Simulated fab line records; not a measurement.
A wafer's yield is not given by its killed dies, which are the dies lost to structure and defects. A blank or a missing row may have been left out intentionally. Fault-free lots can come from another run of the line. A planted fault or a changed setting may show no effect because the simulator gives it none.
Chamber matching -- flow nandHarc -- rieDiel-02 running NHARC_A_STAIRCASE_ETCH_292: 4 sister chambers
The step etches the open film in CF4/CHF3. 18 wafers are shown with their chamber, then 9 later ones without.

## WAFERS WITH THEIR CHAMBER
wafer,chamber,showerheadPlenumPTorr (Torr),rfVppV (V),throttleValvePct (%)
L076.2,0,1.59,369.6,16.803
L076.4,1,1.61,369.6,16.809
L076.5,2,1.55,369.1,16.827
L085.1,1,1.60,370.8,16.784
L085.5,3,1.54,369.1,16.799
L085.6,0,1.58,371.0,16.802
L090.2,3,1.53,369.5,16.802
L090.4,1,1.60,371.2,16.811
L090.5,0,1.58,372.4,16.813
L094.1,0,1.57,371.4,16.789
L094.2,3,1.53,368.2,16.816
L094.6,0,1.57,371.2,16.806
L094.3,2,1.54,370.0,16.802
L094.4,1,1.59,369.0,16.810
L094.5,1,1.59,371.4,16.793
L093.2,1,1.59,369.7,16.800
L093.4,3,1.53,368.9,16.793
L093.6,3,1.53,369.7,16.802

SIGNATURES, as means of the wafers listed above
reading,chamber 0,chamber 1,chamber 2,chamber 3,scatter within a chamber
showerheadPlenumPTorr,1.5780,1.5967,1.5450,1.5320,0.00729
rfVppV,371.120,370.283,369.550,369.080,0.871
throttleValvePct,16.80260,16.80117,16.81450,16.80240,0.0104
Rule: a wafer's distance from a chamber is the root of the sum, over the readings, of the square of ((its reading less the chamber's mean) divided by the reading's scatter). If the next closest chamber is less than 2 further off than the closest, the wafer can't be placed; otherwise it belongs to the closest. How the scatter is found: for the shown wafers, subtract from each reading the mean of its chamber, square and add these, divide the total by (wafers less chambers), then take the root.

## WAFERS MISSING THEIR CHAMBER
wafer,showerheadPlenumPTorr (Torr),rfVppV (V),throttleValvePct (%)
L095.2,1.53,370.8,16.809
L095.4,1.59,371.3,16.804
L095.6,1.53,368.7,16.776
L096.1,1.59,370.3,16.803
L096.3,1.54,369.5,16.806
L096.6,1.53,370.4,16.798
L097.1,1.59,370.9,16.781
L097.4,1.54,370.2,16.808
L097.5,1.57,369.2,16.811

## EACH ONE'S CHAMBER
wafer,from the rows above,in truth
L095.2,can't be placed: 3 or 2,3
L095.4,can't be placed: 1 or 0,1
L095.6,can't be placed: 3 or 2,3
L096.1,can't be placed: 1 or 0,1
L096.3,can't be placed: 2 or 3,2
L096.6,can't be placed: 3 or 2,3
L097.1,can't be placed: 1 or 0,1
L097.4,can't be placed: 2 or 3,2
L097.5,can't be placed: 0 or 2 or 1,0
Correct placement for 0 of the 9. Not placeable from these rows: 9 (in 9, the candidates include the true chamber). Wrongly placed: 0.
